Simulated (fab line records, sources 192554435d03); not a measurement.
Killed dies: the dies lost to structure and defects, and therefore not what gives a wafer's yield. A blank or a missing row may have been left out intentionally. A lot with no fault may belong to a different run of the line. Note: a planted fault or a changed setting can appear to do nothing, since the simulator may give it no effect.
Chamber matching :: flow n5-finfet :: N5_BEOL_M8_ETCH_62 on rie-diel-02: 4 sister chambers
The step etches SOC in N2/H2, target depth 110 nm, overetch 22 nm, time 165 s. 4 wafers are shown with their chamber, then 10 later ones without.

== WAFERS WITH THEIR CHAMBER ==
wafer: L083.2
chamber: 0
showerhead-plenum-p-Torr (Torr): 2.70

wafer: L085.6
chamber: 1
showerhead-plenum-p-Torr (Torr): 2.62

wafer: L089.1
chamber: 2
showerhead-plenum-p-Torr (Torr): 2.59

wafer: L089.3
chamber: 3
showerhead-plenum-p-Torr (Torr): 2.52

== WAFERS WHOSE CHAMBER IS MISSING ==
wafer: L089.5
showerhead-plenum-p-Torr (Torr): 2.59

wafer: L090.2
showerhead-plenum-p-Torr (Torr): 2.59

wafer: L090.3
showerhead-plenum-p-Torr (Torr): 2.52

wafer: L090.4
showerhead-plenum-p-Torr (Torr): 2.69

wafer: L092.1
showerhead-plenum-p-Torr (Torr): 2.59

wafer: L092.3
showerhead-plenum-p-Torr (Torr): 2.52

wafer: L092.6
showerhead-plenum-p-Torr (Torr): 2.62

wafer: L094.1
showerhead-plenum-p-Torr (Torr): 2.62

wafer: L094.2
showerhead-plenum-p-Torr (Torr): 2.59

wafer: L094.5
showerhead-plenum-p-Torr (Torr): 2.62

== WHICH CHAMBER EACH ONE RAN IN ==
wafer: L089.5
from the rows above: 2
in truth: 2

wafer: L090.2
from the rows above: 2
in truth: 2

wafer: L090.3
from the rows above: 3
in truth: 3

wafer: L090.4
from the rows above: 0
in truth: 0

wafer: L092.1
from the rows above: 2
in truth: 2

wafer: L092.3
from the rows above: 3
in truth: 3

wafer: L092.6
from the rows above: 1
in truth: 1

wafer: L094.1
from the rows above: 1
in truth: 1

wafer: L094.2
from the rows above: 2
in truth: 2

wafer: L094.5
from the rows above: 1
in truth: 1
Correctly placed: 10 of 10. Number that these rows cannot place: 0. 0 placed wrongly.
How it was worked out, from the rows above alone: a wafer's distance from a chamber is the root of the sum, over the readings, of the square of ((its reading less the chamber's mean) divided by the reading's scatter). The wafer belongs to the nearest chamber; if the next one is less than 2 further off, it can't be placed. A chamber's mean is the mean of its shown wafers. The scatter: root of mean squared gap, hidden wafer to nearest shown wafer, with one shown wafer a chamber.
